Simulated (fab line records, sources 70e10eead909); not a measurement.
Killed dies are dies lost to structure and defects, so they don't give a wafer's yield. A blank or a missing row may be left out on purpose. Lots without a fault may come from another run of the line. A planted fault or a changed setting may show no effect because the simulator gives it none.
One fault seen from 3 desks | flow nand_harc | each desk has only its own numbers; what lay behind them comes last

THE DEFECT DESK
What the inspections along the route counted, lot by lot: means of the sampled wafers that have a number. A lot is out of limits, marked OUT, if its mean lies more than 4 standard deviations from the usual mean; the brackets give that distance.
Columns: A = raw_defect_count at NHARC_A_CHANNEL_FILL_D1_INSPECT_13, usual 314
lot  | first seen here | A
L107 | day 10 20:23    | 273
L110 | day 11 18:01    | 575
L109 | day 11 18:02    | 364
L113 | day 12 22:44    | 245
L112 | day 13 03:08    | 200
L116 | day 14 05:49    | 524
L120 | day 15 23:26    | 447
L124 | day 17 19:01    | 180
L126 | day 18 10:32    | 252
L127 | day 19 10:44    | 244
L129 | day 20 04:39    | 168
L130 | day 20 04:39    | 297
This desk's finding: nothing out of limits on any of the 12 lots.

THE METROLOGY DESK
What the gauges read, lot by lot, whatever tool the lot ran on: means of the sampled wafers that have a number. A lot is out of limits, marked OUT, if its mean lies more than 4 standard deviations from the usual mean; the brackets give that distance.
Columns: A = thk_nm at NHARC_A_ONON_D2_THK_MEAS_18, usual 997 nm
lot  | first seen here | A
L107 | day 12 19:14    | 1002
L110 | day 13 17:40    | 1000
L109 | day 13 17:48    | 992
L113 | day 14 18:58    | 986
L112 | day 15 01:17    | 1090 (+12) OUT
L116 | day 16 03:59    | 1292 (+36) OUT
L120 | day 17 15:13    | 991
L124 | day 19 17:16    | 1015
L126 | day 20 06:16    | 999
L127 | day 21 08:55    | 988
L129 | day 22 01:15    | 996
L130 | day 22 01:15    | 999
This desk's finding: out of limits on L112, L116; first on L112, day 15 01:17 (thk_nm at NHARC_A_ONON_D2_THK_MEAS_18). In limits: L107, L110, L109, L113, L120, L124, L126, L127, L129, L130.

THE TOOL OWNER'S DESK: pecvd_onon-03
The tool's own readings at NHARC_A_ONON_D2_DEP_16 (target thk 1000 nm): means of the sampled wafers that have a number, for each lot that ran on this tool. A lot is out of limits, marked OUT, if its mean lies more than 4 standard deviations from the usual mean; the brackets give that distance.
Columns: A = nh3_flow_sccm at NHARC_A_ONON_D2_DEP_16, usual 500.1 sccm
lot  | first seen here | A
L107 | day 12 18:43    | 499.3
L110 | day 13 17:09    | 501.4
L113 | day 14 18:28    | 501.0
L112 | day 15 00:50    | 501.6
L116 | day 16 03:43    | 502.8
L126 | day 20 05:45    | 500.0
L130 | day 22 00:47    | 500.4
This desk's finding: nothing out of limits on any of the 7 lots.

PUT TOGETHER
The metrology desk could have raised an alarm at day 15 01:17, on L112, L116.
The defect desk saw nothing out of limits.
The tool owner's desk saw nothing out of limits.
The defect desk has L112, L116 on record, within its limits.
The tool owner's desk has L112, L116 on record, within its limits.
Of the lots named, all ran NHARC_A_ONON_D2_DEP_16 on pecvd_onon-03.

WHAT THE SIMULATOR HAD PUT IN
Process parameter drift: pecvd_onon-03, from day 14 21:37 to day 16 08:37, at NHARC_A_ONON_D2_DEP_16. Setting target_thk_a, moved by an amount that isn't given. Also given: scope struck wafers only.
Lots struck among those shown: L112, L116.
Hours from the fault's start to each desk's first reading out of limits: the metrology desk, 4.
